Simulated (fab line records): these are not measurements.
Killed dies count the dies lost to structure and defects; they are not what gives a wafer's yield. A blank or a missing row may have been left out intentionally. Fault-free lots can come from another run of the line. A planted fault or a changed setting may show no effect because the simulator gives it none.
The tool behind it: which one? || flow nand_harc || 6 lots, 18 wafers sampled, at 3 steps of a route of 1159

## WHAT THE GAUGES SHOWED, per wafer
NHARC_END_SORT_01.
{"lot": "L508", "measured": "day 20 07:10", "on": "prober-01", "killed_at_other": "1 0 0"}
{"lot": "L511", "measured": "day 19 19:08", "on": "prober-02", "killed_at_other": "0 0 0"}
{"lot": "L512", "measured": "day 20 17:37", "on": "prober-02", "killed_at_other": "0 0 1"}
{"lot": "L526", "measured": "day 23 21:20", "on": "prober-02", "killed_at_other": "1 0 0"}

## TOOL THAT RAN EACH LOT (tool first, then ch and the chambers of the sampled wafers, then the start)
{"lot": "L508", "NHARC_A_WL_FILL_STRIP_29": "rie_diel-09 ch 0,2,3, day 15 15:22", "NHARC_A_CONTACT_DEP_24": "pecvd-04 ch 0,1, day 16 10:02"}
{"lot": "L511", "NHARC_A_WL_FILL_STRIP_29": "rie_diel-12 ch 1,2, day 16 09:01", "NHARC_A_CONTACT_DEP_24": "pecvd-02 ch 1,2, day 16 20:49"}
{"lot": "L512", "NHARC_A_WL_FILL_STRIP_29": "rie_diel-10 ch 0,1, day 16 21:25", "NHARC_A_CONTACT_DEP_24": "pecvd-02 ch 0,1,2, day 17 10:37"}
{"lot": "L521", "NHARC_A_WL_FILL_STRIP_29": "rie_diel-10 ch 1,2, day 19 04:48", "NHARC_A_CONTACT_DEP_24": "pecvd-04 ch 1,2, day 19 16:13"}
{"lot": "L526", "NHARC_A_WL_FILL_STRIP_29": "rie_diel-10 ch 1,2,3, day 19 21:37", "NHARC_A_CONTACT_DEP_24": "pecvd-02 ch 1,2, day 20 08:53"}
{"lot": "L528", "NHARC_A_WL_FILL_STRIP_29": "rie_diel-09 ch 0,1,2, day 21 12:04", "NHARC_A_CONTACT_DEP_24": "pecvd-02 ch 0,1, day 22 01:14"}
- NHARC_A_WL_FILL_STRIP_29: strips in O2, time 20 s.
- NHARC_A_CONTACT_DEP_24: deposits SiO2, target thk 500 nm.

## THE ANSWER, worked out from the rows above alone
Rule: what is usual is taken from the lots themselves. The widest of any qualifying gaps counts: lots, ordered by their means at a reading, are off when they make up no more than a third of the lots, leave a main group of 4 or more, and stand apart from it by 3 or more times the standard deviation of that group's means. Not used: any main group whose means are identical at the precision the tables above print for the reading. Also off: a lot with no number at a reading for which 4 or more lots have one. All remaining lots with rows at the step are treated as sound.
Nothing can be told from this: no lot is off at any reading shown.

## WHAT WAS PUT IN BY THE SIMULATOR
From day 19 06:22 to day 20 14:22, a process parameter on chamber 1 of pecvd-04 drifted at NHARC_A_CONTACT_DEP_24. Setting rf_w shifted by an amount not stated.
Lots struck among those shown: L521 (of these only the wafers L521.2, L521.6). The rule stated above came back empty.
